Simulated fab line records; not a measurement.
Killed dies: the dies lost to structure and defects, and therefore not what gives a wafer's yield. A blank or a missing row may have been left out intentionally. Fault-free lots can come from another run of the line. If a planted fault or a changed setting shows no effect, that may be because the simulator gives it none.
Matching of chambers | flow nand-harc | NHARC_P_M0_CMP_23 on cmp-01: 4 sister chambers
The step polishes, t overpolish 20 s, target thk 117.53 nm. 18 wafers are shown with their chamber, then 9 later ones without.

== WAFERS WITH THEIR CHAMBER ==
wafer  | chamber | motor-current-A (A) | time-to-endpoint-s (s)
L075.1 | 1       | 15.3                | 26.5
L075.4 | 2       | 10.0                | 24.2
L075.6 | 3       | 14.7                | 26.3
L076.2 | 1       | 16.1                | 26.6
L076.3 | 0       | 11.8                | 27.7
L076.6 | 1       | 15.6                | 25.4
L081.1 | 1       | 15.5                | 24.8
L081.2 | 0       | 11.7                | 28.7
L081.5 | 1       | 15.5                | 24.9
L079.3 | 1       | 15.8                | 23.6
L079.4 | 3       | 14.0                | 26.1
L079.6 | 1       | 15.4                | 24.2
L085.1 | 1       | 15.1                | 24.7
L085.2 | 0       | 11.5                | 27.0
L085.5 | 0       | 11.8                | 27.3
L089.4 | 2       | 10.2                | 24.7
L089.5 | 3       | 14.5                | 28.4
L089.6 | 2       | 10.6                | 26.4

SIGNATURES, as means of the wafers listed above
reading            | chamber 0 | chamber 1 | chamber 2 | chamber 3 | scatter within a chamber
motor-current-A    | 11.700    | 15.537    | 10.267    | 14.400    | 0.289
time-to-endpoint-s | 27.675    | 25.087    | 25.100    | 26.933    | 1.04
Rule: a wafer's distance from a chamber is the root of the sum, over the readings, of the square of ((its reading less the chamber's mean) divided by the reading's scatter). If the next closest chamber is less than 2 further off than the closest, the wafer can't be placed; otherwise it belongs to the closest. The scatter: the root of (the sum of the squares of (reading less its chamber's mean) over the shown wafers, divided by (wafers less chambers)).

== WAFERS WITH NO CHAMBER GIVEN ==
wafer  | motor-current-A (A) | time-to-endpoint-s (s)
L094.1 | 15.7                | 29.7
L094.2 | 10.5                | 26.6
L094.4 | 14.0                | 31.4
L095.2 | 13.6                | 28.4
L095.3 | 11.5                | 27.2
L095.4 | 15.4                | 25.7
L097.4 | 15.4                | 25.3
L097.5 | 10.6                | 26.2
L097.6 | 15.8                | 25.0

== THE CHAMBER EACH PASSED THROUGH ==
wafer  | from the rows above     | in truth
L094.1 | can't be placed: 1 or 3 | 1
L094.2 | 2                       | 2
L094.4 | 3                       | 3
L095.2 | 3                       | 3
L095.3 | 0                       | 0
L095.4 | 1                       | 1
L097.4 | 1                       | 1
L097.5 | 2                       | 2
L097.6 | 1                       | 1
Correctly placed: 8 of 9. Cannot be placed on the basis of these rows: 1; the candidates contain the true chamber in 1. Number placed wrongly: 0.
